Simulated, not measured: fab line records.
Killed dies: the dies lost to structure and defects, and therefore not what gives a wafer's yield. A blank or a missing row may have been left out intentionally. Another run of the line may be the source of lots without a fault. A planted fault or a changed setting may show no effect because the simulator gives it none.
Which tool was responsible?    flow nand harc    Sampling: 14 lots, 42 wafers, 5 of 1159 route steps

== WHAT THE GAUGES SHOWED, per wafer ==
NHARC_A_SOURCE_PLATE_THK_MEAS_06: measures by ellipsometry.
lot   measured      on             thk nm (nm)
L536  day 8 01:18   film metro-01  204.3 205.6 205.0
L535  day 8 01:18   film metro-02  202.3 203.2 203.6
L538  day 8 01:19   film metro-01  202.2 200.2 201.6
L539  day 8 01:20   film metro-02  203.0 203.2 202.0
L537  day 8 11:58   film metro-02  199.6 197.3 198.0
L540  day 8 17:10   film metro-01  205.0 205.0 204.5
L546  day 10 10:39  film metro-02  202.1 200.1 198.8
L548  day 10 20:47  film metro-01  199.1 201.2 197.3
L550  day 11 13:11  film metro-01  201.6 201.0 202.2
L552  day 11 13:12  film metro-01  199.2 199.1 198.0
L555  day 12 05:53  film metro-01  203.1 201.0 203.4
L554  day 12 05:54  film metro-02  199.6 201.2 202.5
L556  day 12 15:34  film metro-01  205.2 203.2 203.4
L558  day 13 13:25  film metro-02  196.9 199.6 196.7

NHARC_A_ONON_D1_THK_MEAS_14: measures by ellipsometry.
lot   measured      on             thk nm (nm)
L536  day 8 04:12   film metro-02  988 989 988
L535  day 8 04:20   film metro-02  998 995 996
L538  day 8 04:34   film metro-02  1014 1016 1015
L539  day 8 04:16   film metro-01  993 993 992
L537  day 8 14:56   film metro-02  984 985 984
L540  day 8 20:07   film metro-01  1011 1012 1012
L546  day 10 13:35  film metro-02  1001 1000 999
L548  day 10 23:59  film metro-02  980 980 981
L550  day 11 16:05  film metro-02  985 985 986
L552  day 11 16:11  film metro-02  996 997 998
L555  day 12 08:47  film metro-02  1007 1006 1005
L554  day 12 08:48  film metro-01  1005 1006 1005
L556  day 12 18:40  film metro-01  999 1000 998
L558  day 13 16:20  film metro-02  999 1000 999

NHARC_A_ONON_D1_THK_MEAS_30: measures by ellipsometry.
lot   measured      on             thk nm (nm)
L536  day 8 16:10   film metro-01  992 993 991
L535  day 8 16:17   film metro-01  999 998 999
L538  day 8 16:31   film metro-01  982 981 984
L539  day 8 16:25   film metro-02  996 995 996
L537  day 9 03:47   film metro-01  1011 1011 1011
L540  day 9 03:49   film metro-02  1021 1021 1019
L546  day 11 00:11  film metro-02  602 603 601 603 604 603
L548  day 11 09:58  film metro-02  598 599 598 599 599 600
L550  day 12 01:31  film metro-01  1003 1003 1003
L552  day 12 01:34  film metro-02  992 992 991
L555  day 12 18:19  film metro-01  1013 1014 1013
L554  day 12 18:25  film metro-01  1019 1016 1015
L556  day 13 04:04  film metro-02  1001 999 1001
L558  day 14 04:06  film metro-02  1005 1004 1004

NHARC_A_CHANNEL_HOLE_D1_CD_MEAS_10: the cd target is 100 nm.
lot   measured      on         cd nm (nm)
L536  day 8 20:59   cd sem-01  100.3 100.4 100.4
L535  day 8 21:10   cd sem-01  100.1 100.6 100.3
L538  day 8 23:01   cd sem-01  99.5 100.0 99.1
L539  day 8 22:27   cd sem-01  100.9 99.6 99.8
L537  day 9 06:59   cd sem-02  100.8 99.2 100.5
L540  day 9 07:11   cd sem-02  99.9 99.7 99.8
L550  day 12 04:52  cd sem-01  99.9 99.0 100.4
L552  day 12 06:16  cd sem-01  99.8 100.1 100.8
L555  day 12 21:38  cd sem-01  100.1 100.4 100.0
L554  day 12 23:32  cd sem-02  100.5 100.5 100.2
L556  day 13 07:45  cd sem-01  99.4 100.3 99.6
L558  day 14 07:59  cd sem-03  99.5 100.8 99.7

== WHICH TOOL RAN EACH LOT (tool, then ch and the chambers of the sampled wafers, then the start) ==
lot   NHARC_A_ONON_D1_DEP_28
L536  pecvd onon-01 ch 0, day 8 15:39
L535  pecvd onon-03 ch 0, day 8 15:47
L538  pecvd onon-01 ch 0, day 8 16:04
L539  pecvd onon-02 ch 0, day 8 15:58
L537  pecvd onon-03 ch 0, day 9 03:19
L540  pecvd onon-02 ch 0, day 9 03:25
L546  pecvd onon-02 ch 0, day 10 23:40
L548  pecvd onon-02 ch 0, day 11 09:38
L550  pecvd onon-03 ch 0, day 12 01:02
L552  pecvd onon-01 ch 0, day 12 01:05
L555  pecvd onon-01 ch 0, day 12 17:48
L554  pecvd onon-03 ch 0, day 12 17:59
L556  pecvd onon-03 ch 0, day 13 03:40
L558  pecvd onon-03 ch 0, day 14 03:43
- NHARC_A_ONON_D1_DEP_28: target thk 1000 nm.

== WHAT THE TOOLS THEMSELVES READ (means of the sampled wafers that have a number; where no wafer has one, the mark that the record gives instead) ==
NHARC_A_ONON_D1_DEP_28.
lot   tool           sih4 flow sccm (sccm)
L536  pecvd onon-01  209.9
L535  pecvd onon-03  209.6
L538  pecvd onon-01  210.3
L539  pecvd onon-02  210.0
L537  pecvd onon-03  210.3
L540  pecvd onon-02  209.7
L546  pecvd onon-02  209.9
L548  pecvd onon-02  210.5
L550  pecvd onon-03  209.7
L552  pecvd onon-01  210.2
L555  pecvd onon-01  209.4
L554  pecvd onon-03  210.6
L556  pecvd onon-03  210.3
L558  pecvd onon-03  209.7

== THE ANSWER, worked out from the rows above alone ==
Rule: the lots themselves supply what counts as usual. Put in order of their means at a reading, lots are off if they are a third of the lots or fewer, leave a main group of 4 or more, and stand apart from it by a gap of 3 or more times the standard deviation of the main group's means; of several such gaps the widest counts. Not used: any main group whose means are identical at the precision the tables above print for the reading. A lot without any number at a reading at which 4 lots or more have one is off too. All remaining lots with rows at the step are treated as sound. After the gauges, taken in route order, come the tools' own readings; for these a lot's mean is taken, as printed above. The first step at which some lot is off is used, and at that step the reading that is off furthest; a lot without a number counts as furthest.
Off, at NHARC_A_ONON_D1_THK_MEAS_30 on thk nm: L546, L548. For the main group the mean is 1002 nm and the standard deviation 11.
If a tool, at a process step before that reading, ran all the lots that are off and no sound lot after the first of them, it fits. The gauges at NHARC_A_ONON_D1_THK_MEAS_30 are tried like those tools. One candidate fits, namely pecvd onon-02 at NHARC_A_ONON_D1_DEP_28. Its last sound lot is L540 (day 9 03:25), its first lot that is off L546 (day 10 23:40): a fault that began between those two fits.

== WHAT THE SIMULATOR HAD INSERTED ==
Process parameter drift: pecvd onon-02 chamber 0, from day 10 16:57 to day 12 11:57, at NHARC_A_ONON_D1_DEP_28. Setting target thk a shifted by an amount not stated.
Shown lots that were struck: L546, L548. The rule given above showed the same thing.
